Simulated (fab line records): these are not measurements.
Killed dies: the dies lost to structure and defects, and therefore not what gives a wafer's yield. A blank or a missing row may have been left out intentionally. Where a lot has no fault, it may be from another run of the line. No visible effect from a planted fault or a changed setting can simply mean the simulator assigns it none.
fab line records	flow n5Finfet
[record] lots = 24	wafers = 72	lastDay = 17
route steps=1938 shown BEOL_M14@1746 BEOL_M15@1819 MIM_BOT@1832 MIM_TOP@1834
lots untouched by any fault: they come from a run of this same line in which no faults occurred
startH: hours from the record's first day to the start of the lot's first wafer shown	waitH: time in hours since the lot's previous step	" the same as in the row above	L1.1+2: a single row standing in for several wafers	- no value, or no start was given	* or withheld: withheld	< > ~ a bound
route shown NAME@n: names a module that has steps shown in the file, with the first one's number in the route	usual: mean/standard deviation taken from wafers without a fault	same: alike in all rows	chamber/n: place in a boat	sites: per-site readings	_std_site: standard deviation of those values	_edge_site: the outer-site mean with the inner-site mean subtracted	radiusMm: for every site, how far away it sits from the centre of the wafer	mask NAME#n: copy n	behind: tool/chamber where the wafer was last shaped	hold: why the lot went on hold/how many hours it stayed there/how the hold came to an end	device: whichever transistor did not switch (one of n, p or np)	end of line: the tests these same wafers got at the end of their route	for a step that has no rows: nothing shown but its recipe	killed: dies lost to structure and defects at the first sort, not the wafer's yield	map: the dies of a wafer, with x for killed, . for not killed, _ for no die there
set.NAME: the run value of the setting; set.NAME@STEP: its run value at that earlier step	model.NAME: the simulator's own value behind a step, which no gauge read
one table for each step of the route and one row for each wafer, over a sample of lots
services: when a tool's chamber went out of use (startH, in hours from the record's first day, below 0 if earlier), for how many hours, and the reason
[[steps]]
[step N5_BEOL_M14_CD_MEAS_28]
[recipe] targetCdNm = 284.4	landingEnergyEv = 500	detector = seInlens
[usual] cdNm = 284.3/1.7
lot.wafer	tool	chamber	startH	waitH	cdNm
L074.1	cdSem-03	0	238.40	-	287.2
L074.2	"	0	"	"	283.6
L074.3	"	0	"	"	282.9
L075.2	cdSem-03	0	241.82	-	283.4
L075.3	"	0	"	"	286.1
L075.6	"	0	"	"	285.0
L077.1	cdSem-01	0	252.80	-	285.5
L077.2	"	0	"	"	283.6
L077.5	"	0	"	"	286.4
L076.2	cdSem-02	0	254.49	-	283.0
L076.5	"	0	"	"	284.0
L076.6	"	0	"	"	280.6
L078.2	cdSem-02	0	257.41	-	283.5
L078.4	"	0	"	"	285.7
L078.6	"	0	"	"	284.4
L079.1	cdSem-02	0	270.83	-	283.1
L079.2	"	0	"	"	281.9
L079.4	"	0	"	"	282.1
L080.2	cdSem-02	0	271.26	-	282.8
L080.3	"	0	"	"	286.9
L080.6	"	0	"	"	283.6
L082.2	cdSem-03	0	285.90	-	286.9
L082.3	"	0	"	"	283.7
L082.6	"	0	"	"	285.6
L083.3	cdSem-03	0	286.45	-	283.7
L083.4	"	0	"	"	280.7
L083.5	"	0	"	"	285.4
L081.1	cdSem-03	0	289.36	-	283.1
L081.3	"	0	"	"	283.6
L081.6	"	0	"	"	282.9
L084.1	cdSem-03	0	299.68	-	285.9
L084.2	"	0	"	"	285.0
L084.4	"	0	"	"	284.4
L086.2	cdSem-03	0	302.72	-	284.9
L086.3	"	0	"	"	283.6
L086.4	"	0	"	"	285.2
L085.1	cdSem-03	0	315.51	-	282.8
L085.4	"	0	"	"	283.1
L085.5	"	0	"	"	284.9
L087.4	cdSem-03	0	315.80	-	282.7
L087.5	"	0	"	"	286.8
L087.6	"	0	"	"	282.9
L088.2	cdSem-03	0	318.84	-	284.0
L088.4	"	0	"	"	284.6
L088.6	"	0	"	"	283.3
L089.2	cdSem-02	0	319.75	-	283.5
L089.3	"	0	"	"	284.6
L089.6	"	0	"	"	285.1
L090.4	cdSem-03	0	338.43	-	284.7
L090.5	"	0	"	"	281.8
L090.6	"	0	"	"	283.4
L091.1	cdSem-02	0	342.76	-	285.9
L091.4	"	0	"	"	283.2
L091.5	"	0	"	"	283.1
L092.1	cdSem-03	0	351.79	-	284.0
L092.2	"	0	"	"	288.0
L092.4	"	0	"	"	283.5
L093.1	cdSem-01	0	355.66	-	282.9
L093.3	"	0	"	"	283.3
L093.4	"	0	"	"	282.7
L094.4	cdSem-03	0	361.83	-	283.6
L094.5	"	0	"	"	287.0
L094.6	"	0	"	"	282.9
L095.2	cdSem-02	0	363.18	-	285.2
L095.3	"	0	"	"	281.0
L095.5	"	0	"	"	283.7
L097.3	cdSem-01	0	379.03	-	282.9
L097.4	"	0	"	"	286.9
L097.6	"	0	"	"	282.6
L096.1	cdSem-02	0	382.73	-	285.3
L096.2	"	0	"	"	285.9
L096.3	"	0	"	"	283.7
[step N5_BEOL_M14_OVL_MEAS_29]
[recipe] pointsPerWafer = 44
[usual] M14_OVL = 4/4.7
lot.wafer	tool	chamber	startH	waitH	M14_OVL[nm]
L074.1	overlay-02	0	238.43	0.0	11
L074.2	"	0	"	"	5
L074.3	"	0	"	"	12
L075.2	overlay-02	0	241.86	0.0	1
L075.3	"	0	"	"	3
L075.6	"	0	"	"	6
L077.1	overlay-02	0	252.83	0.0	1
L077.2	"	0	"	"	-5
L077.5	"	0	"	"	-4
L076.2	overlay-02	0	254.51	0.0	2
L076.5	"	0	"	"	2
L076.6	"	0	"	"	-7
L078.2	overlay-01	0	257.44	0.0	7
L078.4	"	0	"	"	11
L078.6	"	0	"	"	5
L079.1	overlay-01	0	270.86	0.0	8
L079.2	"	0	"	"	1
L079.4	"	0	"	"	-1
L080.2	overlay-01	0	271.29	0.0	4
L080.3	"	0	"	"	4
L080.6	"	0	"	"	8
L082.2	overlay-01	0	285.93	0.0	1
L082.3	"	0	"	"	4
L082.6	"	0	"	"	4
L083.3	overlay-01	0	286.47	0.0	7
L083.4	"	0	"	"	2
L083.5	"	0	"	"	9
L081.1	overlay-01	0	289.39	0.0	-3
L081.3	"	0	"	"	2
L081.6	"	0	"	"	-3
L084.1	overlay-01	0	299.71	0.0	1
L084.2	"	0	"	"	4
L084.4	"	0	"	"	-6
L086.2	overlay-02	0	302.75	0.0	6
L086.3	"	0	"	"	0
L086.4	"	0	"	"	2
L085.1	overlay-01	0	315.54	0.0	4
L085.4	"	0	"	"	8
L085.5	"	0	"	"	9
L087.4	overlay-01	0	315.83	0.0	-1
L087.5	"	0	"	"	10
L087.6	"	0	"	"	2
L088.2	overlay-01	0	318.87	0.0	3
L088.4	"	0	"	"	9
L088.6	"	0	"	"	5
L089.2	overlay-01	0	319.78	0.0	-8
L089.3	"	0	"	"	-1
L089.6	"	0	"	"	-4
L090.4	overlay-02	0	338.45	0.0	6
L090.5	"	0	"	"	-3
L090.6	"	0	"	"	1
L091.1	overlay-01	0	342.79	0.0	17
L091.4	"	0	"	"	10
L091.5	"	0	"	"	17
L092.1	overlay-02	0	351.82	0.0	4
L092.2	"	0	"	"	1
L092.4	"	0	"	"	3
L093.1	overlay-02	0	355.70	0.0	10
L093.3	"	0	"	"	4
L093.4	"	0	"	"	7
L094.4	overlay-02	0	361.85	0.0	3
L094.5	"	0	"	"	4
L094.6	"	0	"	"	1
L095.2	overlay-01	0	363.21	0.0	12
L095.3	"	0	"	"	4
L095.5	"	0	"	"	5
L097.3	overlay-01	0	379.06	0.0	5
L097.4	"	0	"	"	5
L097.6	"	0	"	"	1
L096.1	overlay-02	0	382.76	0.0	4
L096.2	"	0	"	"	-5
L096.3	"	0	"	"	3
[step N5_BEOL_M15_SPUTTER_43]
[recipe] material = TaN	targetThkA = 150	tempC = 50	biasV = 168.6	powerW = 15000	chamberPressurePa = 0.12	timeS = 24.19
[usual] cathodeDcPowerW = 15000/2.3	throttleValvePct = 29.8/0.92
lot.wafer	tool	chamber	startH	waitH	cathodeDcPowerW	throttleValvePct
L074.1	pvdSputter-03	-	247.35	0.0	15005	30.5
L074.2	"	-	"	"	15001	29.0
L074.3	"	-	"	"	15001	30.2
L075.2	pvdSputter-03	-	247.82	0.0	15001	29.3
L075.3	"	-	"	"	15001	30.1
L075.6	"	-	"	"	15000	29.8
L077.1	pvdSputter-03	-	260.18	0.0	14999	29.3
L077.2	"	-	"	"	14997	30.9
L077.5	"	-	"	"	14993	30.3
L076.2	pvdSputter-02	-	267.05	0.0	14999	30.2
L076.5	"	-	"	"	14998	29.2
L076.6	"	-	"	"	15001	30.0
L078.2	pvdSputter-02	-	267.55	0.0	14999	30.1
L078.4	"	-	"	"	14999	31.1
L078.6	"	-	"	"	14996	28.5
L079.1	pvdSputter-03	-	281.52	0.0	15000	30.5
L079.2	"	-	"	"	15003	30.2
L079.4	"	-	"	"	15000	30.0
L080.2	pvdSputter-03	-	283.10	0.0	14998	30.3
L080.3	"	-	"	"	15000	30.8
L080.6	"	-	"	"	15001	30.0
L082.2	pvdSputter-03	-	295.53	0.0	15002	29.2
L082.3	"	-	"	"	15002	29.9
L082.6	"	-	"	"	14999	29.4
L083.3	pvdSputter-03	-	296.41	0.0	14999	30.8
L083.4	"	-	"	"	15001	29.9
L083.5	"	-	"	"	15003	29.2
L081.1	pvdSputter-01	-	296.53	0.0	14998	29.7
L081.3	"	-	"	"	15003	27.9
L081.6	"	-	"	"	14996	30.0
L084.1	pvdSputter-01	-	308.79	0.0	15000	30.9
L084.2	"	-	"	"	15002	27.9
L084.4	"	-	"	"	15004	30.7
L086.2	pvdSputter-03	-	312.17	0.0	15001	30.2
L086.3	"	-	"	"	15001	30.8
L086.4	"	-	"	"	15002	29.5
L085.1	pvdSputter-01	-	322.18	0.0	14998	29.9
L085.4	"	-	"	"	14997	29.8
L085.5	"	-	"	"	14999	30.7
L087.4	pvdSputter-03	-	323.11	0.0	14997	30.6
L087.5	"	-	"	"	14999	30.8
L087.6	"	-	"	"	14998	30.4
L088.2	pvdSputter-03	-	328.25	0.0	15002	29.2
L088.4	"	-	"	"	15000	30.5
L088.6	"	-	"	"	14998	30.6
L089.2	pvdSputter-01	-	328.33	0.0	15002	30.4
L089.3	"	-	"	"	14997	30.1
L089.6	"	-	"	"	14995	29.7
L090.4	pvdSputter-03	-	348.56	0.0	14999	29.0
L090.5	"	-	"	"	15000	30.3
L090.6	"	-	"	"	15001	29.4
L091.1	pvdSputter-01	-	352.38	0.0	15001	30.5
L091.4	"	-	"	"	15001	30.6
L091.5	"	-	"	"	14996	30.8
L092.1	pvdSputter-01	-	361.25	0.0	15002	31.0
L092.2	"	-	"	"	15001	28.0
L092.4	"	-	"	"	14999	29.8
L093.1	pvdSputter-01	-	362.57	0.0	14996	30.6
L093.3	"	-	"	"	15000	30.8
L093.4	"	-	"	"	15002	30.0
L094.4	pvdSputter-02	-	367.90	0.0	14998	28.8
L094.5	"	-	"	"	14999	30.9
L094.6	"	-	"	"	14999	29.0
L095.2	pvdSputter-03	-	372.77	0.0	14999	30.0
L095.3	"	-	"	"	14999	29.1
L095.5	"	-	"	"	14995	30.1
L096.1	pvdSputter-03	-	394.16	0.0	15003	29.0
L096.2	"	-	"	"	14999	30.1
L096.3	"	-	"	"	15001	30.8
L097.3	pvdSputter-02	-	394.32	0.0	15002	28.4
L097.4	"	-	"	"	14996	31.5
L097.6	"	-	"	"	15002	31.2
[step N5_MIM_BOT_DEGAS_01]
[recipe] ambient = vacuum	tempC = 300	timeS = 60
[usual] heaterPowerW = 455/49
lot.wafer	tool	chamber	startH	waitH	heaterPowerW
L074.1	pvdSputter-01	-	249.87	0.1	509
L074.2	"	-	"	"	413
L074.3	"	-	"	"	438
L075.2	pvdSputter-03	-	250.35	0.1	345
L075.3	"	-	"	"	479
L075.6	"	-	"	"	478
L077.1	pvdSputter-03	-	262.64	0.2	417
L077.2	"	-	"	"	458
L077.5	"	-	"	"	361
L076.2	pvdSputter-01	-	270.87	1.4	516
L076.5	"	-	"	"	524
L076.6	"	-	"	"	432
L078.2	pvdSputter-02	-	271.18	1.4	465
L078.4	"	-	"	"	425
L078.6	"	-	"	"	470
L079.1	pvdSputter-01	-	284.39	0.6	428
L079.2	"	-	"	"	539
L079.4	"	-	"	"	519
L080.2	pvdSputter-01	-	285.95	0.4	525
L080.3	"	-	"	"	442
L080.6	"	-	"	"	525
L082.2	pvdSputter-01	-	299.11	1.3	425
L082.3	"	-	"	"	415
L082.6	"	-	"	"	426
L083.3	pvdSputter-01	-	299.61	0.9	539
L083.4	"	-	"	"	431
L083.5	"	-	"	"	524
L081.1	pvdSputter-01	-	299.77	1.0	529
L081.3	"	-	"	"	417
L081.6	"	-	"	"	431
L084.1	pvdSputter-01	-	311.93	0.9	416
L084.2	"	-	"	"	434
L084.4	"	-	"	"	513
L086.2	pvdSputter-01	-	315.71	1.3	512
L086.3	"	-	"	"	433
L086.4	"	-	"	"	528
L085.1	pvdSputter-03	-	327.85	3.4	365
L085.4	"	-	"	"	490
L085.5	"	-	"	"	365
L087.4	pvdSputter-03	-	327.97	2.6	478
L087.5	"	-	"	"	499
L087.6	"	-	"	"	417
L088.2	pvdSputter-01	-	331.47	0.9	423
L088.4	"	-	"	"	428
L088.6	"	-	"	"	528
L089.2	pvdSputter-03	-	331.83	1.1	362
L089.3	"	-	"	"	449
L089.6	"	-	"	"	451
L090.4	pvdSputter-01	-	352.08	1.2	507
L090.5	"	-	"	"	502
L090.6	"	-	"	"	430
L091.1	pvdSputter-01	-	356.05	1.3	508
L091.4	"	-	"	"	429
L091.5	"	-	"	"	436
L092.1	pvdSputter-02	-	365.49	1.6	501
L092.2	"	-	"	"	464
L092.4	"	-	"	"	428
L093.1	pvdSputter-02	-	365.71	0.9	471
L093.3	"	-	"	"	494
L093.4	"	-	"	"	425
L094.4	pvdSputter-03	-	372.39	1.9	426
L094.5	"	-	"	"	463
L094.6	"	-	"	"	352
L095.2	pvdSputter-03	-	376.01	1.0	451
L095.3	"	-	"	"	355
L095.5	"	-	"	"	480
L096.1	pvdSputter-02	-	397.10	0.7	460
L096.2	"	-	"	"	499
L096.3	"	-	"	"	469
L097.3	pvdSputter-03	-	397.34	0.4	424
L097.4	"	-	"	"	503
L097.6	"	-	"	"	353
[step N5_MIM_BOT_SPUTTER_00]
[recipe] material = TiN	targetThkA = 350	tempC = 200	powerW = 3000	chamberPressurePa = 0.49996	gas = Ar	reactivePartialPa = 0.37997	timeS = 89.7
[usual] cathodeDcPowerW = 3000.0/0.57	throttleValvePct = 29.9/0.94
lot.wafer	tool	chamber	startH	waitH	cathodeDcPowerW	throttleValvePct
L074.1	pvdSputter-01	-	249.91	0.0	2999.5	31.2
L074.2	"	-	"	"	3001.4	30.4
L074.3	"	-	"	"	3000.4	28.2
L075.2	pvdSputter-03	-	250.39	0.0	3000.1	30.1
L075.3	"	-	"	"	2999.5	29.1
L075.6	"	-	"	"	2999.9	29.2
L077.1	pvdSputter-03	-	262.68	0.0	3000.3	30.7
L077.2	"	-	"	"	3000.2	30.1
L077.5	"	-	"	"	3000.3	29.9
L076.2	pvdSputter-01	-	270.91	0.0	2999.5	29.7
L076.5	"	-	"	"	3000.8	29.7
L076.6	"	-	"	"	3000.2	30.6
L078.2	pvdSputter-02	-	271.22	0.0	2999.6	31.0
L078.4	"	-	"	"	3000.3	28.4
L078.6	"	-	"	"	3000.5	28.8
L079.1	pvdSputter-01	-	284.43	0.0	2999.5	30.8
L079.2	"	-	"	"	2999.7	30.0
L079.4	"	-	"	"	2999.2	30.9
L080.2	pvdSputter-01	-	285.99	0.0	3000.2	30.0
L080.3	"	-	"	"	3000.0	27.9
L080.6	"	-	"	"	2999.9	29.6
L082.2	pvdSputter-01	-	299.15	0.0	3000.9	28.0
L082.3	"	-	"	"	2999.7	30.7
L082.6	"	-	"	"	2999.6	30.6
L083.3	pvdSputter-01	-	299.65	0.0	3000.0	29.7
L083.4	"	-	"	"	2998.8	27.9
L083.5	"	-	"	"	3000.4	29.9
L081.1	pvdSputter-01	-	299.81	0.0	2999.8	29.9
L081.3	"	-	"	"	3001.5	30.7
L081.6	"	-	"	"	2999.7	28.3
L084.1	pvdSputter-01	-	311.97	0.0	2999.7	30.6
L084.2	"	-	"	"	2999.3	28.2
L084.4	"	-	"	"	3000.7	30.7
L086.2	pvdSputter-01	-	315.75	0.0	3000.2	31.1
L086.3	"	-	"	"	2999.7	30.6
L086.4	"	-	"	"	2999.8	29.6
L085.1	pvdSputter-03	-	327.89	0.0	3000.4	30.3
L085.4	"	-	"	"	2999.1	29.5
L085.5	"	-	"	"	3000.4	30.2
L087.4	pvdSputter-03	-	328.01	0.0	2999.9	29.2
L087.5	"	-	"	"	2999.5	29.4
L087.6	"	-	"	"	2999.5	31.0
L088.2	pvdSputter-01	-	331.51	0.0	3000.0	30.4
L088.4	"	-	"	"	2999.9	27.9
L088.6	"	-	"	"	3000.7	29.7
L089.2	pvdSputter-03	-	331.87	0.0	2999.4	30.2
L089.3	"	-	"	"	3000.0	29.8
L089.6	"	-	"	"	2999.4	30.0
L090.4	pvdSputter-01	-	352.12	0.0	3000.1	30.8
L090.5	"	-	"	"	2999.7	30.9
L090.6	"	-	"	"	3000.9	31.0
L091.1	pvdSputter-01	-	356.09	0.0	2999.9	30.9
L091.4	"	-	"	"	2998.6	27.9
L091.5	"	-	"	"	3000.3	30.7
L092.1	pvdSputter-02	-	365.53	0.0	2999.8	30.1
L092.2	"	-	"	"	3000.2	31.2
L092.4	"	-	"	"	3000.1	28.5
L093.1	pvdSputter-02	-	365.75	0.0	3000.2	31.1
L093.3	"	-	"	"	3001.2	30.0
L093.4	"	-	"	"	2999.4	28.4
L094.4	pvdSputter-03	-	372.43	0.0	3000.7	30.4
L094.5	"	-	"	"	2999.5	30.1
L094.6	"	-	"	"	3000.1	30.1
L095.2	pvdSputter-03	-	376.05	0.0	2999.4	30.0
L095.3	"	-	"	"	3000.0	30.2
L095.5	"	-	"	"	2999.3	29.4
L096.1	pvdSputter-02	-	397.14	0.0	2999.5	28.7
L096.2	"	-	"	"	2999.9	30.3
L096.3	"	-	"	"	2999.1	31.0
L097.3	pvdSputter-03	-	397.38	0.0	3000.6	30.5
L097.4	"	-	"	"	3000.4	28.9
L097.6	"	-	"	"	3000.2	30.4
[step N5_MIM_TOP_ALD_00]
[recipe] material = Al2O3	targetThkA = *	tempC = withheld	aldPrecursorFamily = TMA	aldCoReactant = O3	pulseTimeS = withheld	purgeTimeS = 3	coReactantPurgeTimeS = withheld	coReactantPulseTimeS = 3	aldCycles = withheld
[usual] precursorPulseHeightRel = 1.002/0.022
lot.wafer	tool	chamber	startH	waitH	precursorPulseHeightRel
L074.1	aldHk-02	3	250.01	0.1	1.006
L074.2	"	0	"	"	0.987
L074.3	"	2	"	"	1.011
L075.2	aldHk-01	0	250.49	0.1	1.022
L075.3	"	2	"	"	0.990
L075.6	"	0	"	"	0.998
L077.1	aldHk-02	1	262.78	0.1	0.982
L077.2	"	2	"	"	0.994
L077.5	"	1	"	"	1.027
L076.2	aldHk-01	0	271.01	0.1	0.971
L076.5	"	2	"	"	1.030
L076.6	"	1	"	"	0.992
L078.2	aldHk-03	1	271.32	0.1	0.986
L078.4	"	2	"	"	0.983
L078.6	"	2	"	"	1.019
L079.1	aldHk-03	2	284.53	0.1	0.997
L079.2	"	1	"	"	1.023
L079.4	"	0	"	"	1.021
L080.2	aldHk-03	2	286.09	0.1	1.006
L080.3	"	3	"	"	1.005
L080.6	"	0	"	"	1.016
L082.2	aldHk-01	3	299.25	0.1	0.977
L082.3	"	1	"	"	0.977
L082.6	"	3	"	"	1.015
L083.3	aldHk-02	3	299.75	0.1	1.002
L083.4	"	1	"	"	1.028
L083.5	"	0	"	"	0.997
L081.1	aldHk-01	1	299.91	0.1	1.014
L081.3	"	3	"	"	1.022
L081.6	"	0	"	"	0.986
L084.1	aldHk-01	2	312.07	0.1	0.978
L084.2	"	0	"	"	0.984
L084.4	"	3	"	"	0.979
L086.2	aldHk-02	1	315.85	0.1	1.015
L086.3	"	2	"	"	1.053
L086.4	"	0	"	"	1.035
L085.1	aldHk-01	1	327.99	0.1	1.008
L085.4	"	3	"	"	0.974
L085.5	"	3	"	"	1.007
L087.4	aldHk-03	1	328.11	0.1	1.003
L087.5	"	2	"	"	1.010
L087.6	"	1	"	"	1.003
L088.2	aldHk-01	0	331.61	0.1	1.001
L088.4	"	2	"	"	1.024
L088.6	"	2	"	"	1.020
L089.2	aldHk-02	1	331.97	0.1	1.005
L089.3	"	3	"	"	1.029
L089.6	"	3	"	"	0.996
L090.4	aldHk-03	0	352.22	0.1	1.018
L090.5	"	2	"	"	0.991
L090.6	"	3	"	"	1.008
L091.1	aldHk-03	1	356.19	0.1	0.992
L091.4	"	3	"	"	1.001
L091.5	"	3	"	"	1.010
L092.1	aldHk-01	3	365.63	0.1	0.991
L092.2	"	1	"	"	1.011
L092.4	"	0	"	"	0.995
L093.1	aldHk-03	1	365.85	0.1	1.000
L093.3	"	3	"	"	0.985
L093.4	"	2	"	"	0.977
L094.4	aldHk-02	2	372.54	0.1	1.031
L094.5	"	3	"	"	1.034
L094.6	"	0	"	"	1.058
L095.2	aldHk-02	1	376.15	0.1	0.988
L095.3	"	3	"	"	0.987
L095.5	"	1	"	"	1.027
L096.1	aldHk-02	3	397.24	0.1	1.001
L096.2	"	0	"	"	0.991
L096.3	"	1	"	"	1.005
L097.3	aldHk-03	0	397.48	0.1	1.021
L097.4	"	3	"	"	1.017
L097.6	"	3	"	"	1.008
[[services]]
tool	chamber	startH	hours	kind
aldHk-01	-	235.33	8.7	pm
aldHk-02	-	235.80	1.0	repair
aldHk-03	-	239.76	0.4	repair
aldHk-03	-	262.13	4.4	repair
aldHk-03	-	315.22	1.0	repair
aldHk-02	-	363.89	2.8	pm
aldHk-01	-	364.51	0.7	repair
pvdSputter-01	-	369.52	1.8	repair
pvdSputter-01	-	371.87	3.5	repair
[[key]]
fault none
